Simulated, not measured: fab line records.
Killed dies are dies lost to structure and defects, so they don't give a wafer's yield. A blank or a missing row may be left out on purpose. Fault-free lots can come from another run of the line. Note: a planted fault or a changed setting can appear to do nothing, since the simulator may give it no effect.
Comparing a struck lot with a sound one -- flow nandHarc -- 15 steps out of a route of 1302
Sound: wafers L135.2, L135.3, L135.6. Struck: wafers L129.2, L129.4, L129.5. The cause is named last.
At each step with rows: each side's tool, then ch and its chambers, then its first start. Under that, the readings that differ: sound wafers -- struck wafers -- difference of the means -- sigmas: that difference in standard deviations of wafers without a fault.
alike: same words and numbers on both sides, and readings whose means sit less than 2 such deviations apart. not compared: any withheld reading, any reading some wafer has no value for, any bound like >300 that may hide the same value, and any number with overlapping values for which the record gives no deviation.
Wherever a step has rows on one side only, a row that says differs or no value, or a row with sigmas, the two part there. When numbers do not overlap yet have no deviation, they are printed without sigmas and do not part them. A reading missing from all wafers of one side parts the sides only when that side holds two or more wafers.

first, 1 step without rows for these wafers: NHARC_A_CHANNEL_HOLE_D1_STRIP_43 (strips in O2/COS).
NHARC_A_CHANNEL_HOLE_D1_ETCH_44: etches the open film in CF4/O2, target depth 140 nm, overetch 14 nm, time 77 s.
  sound on rieDiel-01 ch 0,3, day 16 07:38; struck on rieDiel-01 ch 0,2, day 13 18:03
  alike: drypumpMotorCurrentA, mfcArSccm, oesProductAu, rfVppV, showerheadPlenumPTorr, throttleValvePct
  not compared: rfHoursCounterH
then, 3 steps without rows for these wafers: NHARC_A_CHANNEL_HOLE_D1_STRIP_27 (strips in O2); NHARC_A_CHANNEL_HOLE_D1_PRECLEAN_28 (cleans in SC1); NHARC_A_CHANNEL_HOLE_D1_SRD_29.
NHARC_A_CHANNEL_HOLE_D1_CD_MEAS_30:
  sound on cdSem-02, day 16 08:26; struck on cdSem-03, day 13 18:51
  alike: cdNm
NHARC_A_CHANNEL_HOLE_D1_XSEM_31:
  sound on xsem-02 ch 0, day 16 08:32; struck on xsem-01 ch 0, day 13 18:56
reading,sound,struck,difference,sigmas
botCdNm (nm),77.7 77.0 76.9,75.0 73.3 74.4,-3.0,-2
tiltDeg (degrees),0.02 0.02 0.02,0.11 0.11 0.11,+0.09,+2
  alike: bowNm
NHARC_A_CHANNEL_HOLE_D1_INSPECT_40:
  sound on defectInspect-01, day 16 08:38; struck on defectInspect-01, day 13 19:02
  alike: rawDefectCount
then, 2 steps without rows for these wafers: NHARC_A_CHANNEL_FILL_D1_PRECLEAN_00 (cleans in SC1); NHARC_A_CHANNEL_FILL_D1_SRD_01.
NHARC_A_CHANNEL_FILL_D1_ALD_02: deposits SiO2, target thk 6 nm, pulse time 10 s, ald cycles 60.
  sound on aldHk-01 ch 1,3, day 16 08:56; struck on aldHk-01 ch 0,1,3, day 13 21:09
  alike: aldCycles, heaterPowerOuterW, heaterPowerW, precursorPulseHeightRel
NHARC_A_CHANNEL_FILL_D1_ALD_03: deposits SiNx, target thk 6 nm, pulse time 60 s, ald cycles 58.
  sound on aldSinBatch-01 ch 0; struck on aldSinBatch-02 ch 0
  alike: aldCycles, precursorPulseHeightRel
NHARC_A_CHANNEL_FILL_D1_ALD_14: deposits SiO2, target thk 2.5 nm, pulse time 10 s, ald cycles 25.
  sound on aldHk-01 ch 1,3, day 16 15:54; struck on aldHk-03 ch 1,3, day 14 04:11
reading,sound,struck,difference,sigmas
aldCycles,25 25 25,27 27 27,+2,
  alike: heaterPowerOuterW, heaterPowerW, precursorPulseHeightRel
NHARC_A_CHANNEL_FILL_D1_ALD_15: deposits SiNx, target thk 2 nm, pulse time 60 s, ald cycles 19.
  sound on aldSinBatch-03 ch 0; struck on aldSinBatch-01 ch 0
  alike: aldCycles, precursorPulseHeightRel
-- record jumps: 16 days between struck wafers' starts before vs after; left off in module A_CHANNEL_FILL_D1, resumes in module END, first step shown is number 1302 of the route --
NHARC_END_SORT_01:
  sound on prober-02 ch 0, day 31 01:22; struck on prober-02 ch 0, day 29 17:41
  alike: killedAtArray, killedAtOther, killedAtPeriphery, killedDies, killedOpen, killedShort

WHERE THEY PART
Only at NHARC_A_CHANNEL_HOLE_D1_XSEM_31, within this record. Later steps at which nothing parts them and some readings are alike: NHARC_A_CHANNEL_HOLE_D1_INSPECT_40, NHARC_A_CHANNEL_FILL_D1_ALD_02, NHARC_A_CHANNEL_FILL_D1_ALD_03, NHARC_A_CHANNEL_FILL_D1_ALD_14, NHARC_A_CHANNEL_FILL_D1_ALD_15, NHARC_END_SORT_01.

WHY: the cause the simulator had injected
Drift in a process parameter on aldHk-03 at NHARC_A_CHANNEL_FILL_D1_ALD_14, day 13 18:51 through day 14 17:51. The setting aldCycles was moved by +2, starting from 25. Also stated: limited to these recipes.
